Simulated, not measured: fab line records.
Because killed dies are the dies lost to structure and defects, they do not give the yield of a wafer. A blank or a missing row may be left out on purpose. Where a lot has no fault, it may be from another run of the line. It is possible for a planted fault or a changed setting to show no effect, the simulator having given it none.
Chamber matching | flow n5 finfet | N5_BEOL_M14_ILD_DEP_00 on pecvd-02 has 3 sister chambers
The step deposits SiO2 from TEOS/O2, target thk 1119.3 nm, time 237.4 s. 6 wafers are shown with their chamber, then 10 later ones without.

EACH WAFER AND ITS CHAMBER
wafer  | chamber | showerhead plenum p Torr (Torr) | throttle valve pct (%)
L086.6 | 0       | 8.33                            | 17.7
L087.1 | 1       | 8.28                            | 16.9
L089.5 | 0       | 8.32                            | 17.6
L089.6 | 2       | 8.37                            | 17.2
L090.1 | 1       | 8.30                            | 17.1
L090.3 | 2       | 8.35                            | 17.4

WAFERS WITHOUT THEIR CHAMBER
wafer  | showerhead plenum p Torr (Torr) | throttle valve pct (%)
L090.4 | 8.32                            | 17.8
L088.1 | 8.28                            | 17.2
L088.4 | 8.30                            | 17.8
L088.6 | 8.29                            | 17.2
L092.1 | 8.35                            | 17.2
L092.2 | 8.27                            | 17.1
L092.4 | 8.28                            | 17.4
L095.3 | 8.37                            | 17.3
L095.4 | 8.31                            | 17.8
L095.6 | 8.29                            | 17.1

WHICH CHAMBER EACH ONE RAN IN
wafer  | from the rows above     | in truth
L090.4 | 0                       | 0
L088.1 | 1                       | 1
L088.4 | 0                       | 0
L088.6 | 1                       | 1
L092.1 | 2                       | 2
L092.2 | 1                       | 1
L092.4 | can't be placed: 1 or 0 | 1
L095.3 | 2                       | 2
L095.4 | 0                       | 0
L095.6 | 1                       | 1
Placed correctly: 9 of 10. Not placeable from these rows: 1 (in 1, the candidates include the true chamber). Placed wrongly: 0.
How it was worked out, from the rows above alone: a wafer's distance from a chamber is the root of the sum, over the readings, of the square of ((its reading less the chamber's mean) divided by the reading's scatter). If the next closest chamber is less than 2 further off than the closest, the wafer can't be placed; otherwise it belongs to the closest. Each chamber's mean is taken over the wafers shown for it. The scatter: take each reading less its chamber's mean, square it, sum over the shown wafers, divide by the number of wafers less the number of chambers, and take the root.
